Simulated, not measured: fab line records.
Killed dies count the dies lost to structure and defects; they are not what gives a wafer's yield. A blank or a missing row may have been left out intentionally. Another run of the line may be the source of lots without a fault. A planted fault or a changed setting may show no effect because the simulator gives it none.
Which tool did it? -- flow nand-harc -- 7 lots with 21 wafers sampled at 3 steps, on a route of 1302 steps

## WHAT THE GAUGES READ, wafer by wafer
NHARC_HYBRID_BOND_OVL_MEAS_05.
lot,measured,on,overlay-x-nm (nm)
L625,day 24 01:01,overlay-02,7 22 -42
L629,day 25 14:02,overlay-02,-7 15 22
L633,day 27 20:20,overlay-02,1 30 39
L637,day 28 18:28,overlay-01,-24 -60 47
L638,day 29 13:07,overlay-02,-54 27 8
L644,day 31 19:25,overlay-02,-1 -70 -53
L647,day 34 10:03,overlay-01,28 8 -11

## TOOL THAT RAN EACH LOT (tool first, then ch and the chambers of the sampled wafers, then the start)
lot,NHARC_A_CONTACT_DEP_84,NHARC_A_M1_DEP_33
L625,"acl-dep-01 ch 0, day 22 17:04","pecvd-02 ch 0,1,2, day 23 12:43"
L629,"acl-dep-02 ch 0, day 24 02:49","pecvd-01 ch 0,1, day 24 23:05"
L633,"acl-dep-01 ch 0, day 26 08:35","pecvd-04 ch 0,2, day 27 06:15"
L637,"acl-dep-02 ch 0, day 27 08:43","pecvd-02 ch 1,2, day 28 07:49"
L638,"acl-dep-01 ch 0, day 28 03:41","pecvd-04 ch 1,2, day 29 00:11"
L644,"acl-dep-03 ch 0, day 30 09:45","pecvd-04 ch 0,1, day 31 06:23"
L647,"acl-dep-01 ch 0, day 32 23:13","pecvd-04 ch 0,2, day 33 21:04"
- NHARC_A_CONTACT_DEP_84: deposits aC, target thk 2800 nm.
- NHARC_A_M1_DEP_33: deposits SiCN, target thk 30 nm.

## THE ANSWER, worked out from the rows above alone
Rule: the usual values come from the lots themselves. Put in order of their means at a reading, lots are off if they are a third of the lots or fewer, leave a main group of 4 or more, and stand apart from it by a gap of 3 or more times the standard deviation of the main group's means; of several such gaps the widest counts. If all means in a main group match to the digits the tables above print for the reading, that group is not used. A lot without any number at a reading at which 4 lots or more have one is off too. All remaining lots with rows at the step are treated as sound.
Across all readings shown, no lot is off: no conclusion can be drawn from this.

## WHAT THE SIMULATOR HAD INSERTED
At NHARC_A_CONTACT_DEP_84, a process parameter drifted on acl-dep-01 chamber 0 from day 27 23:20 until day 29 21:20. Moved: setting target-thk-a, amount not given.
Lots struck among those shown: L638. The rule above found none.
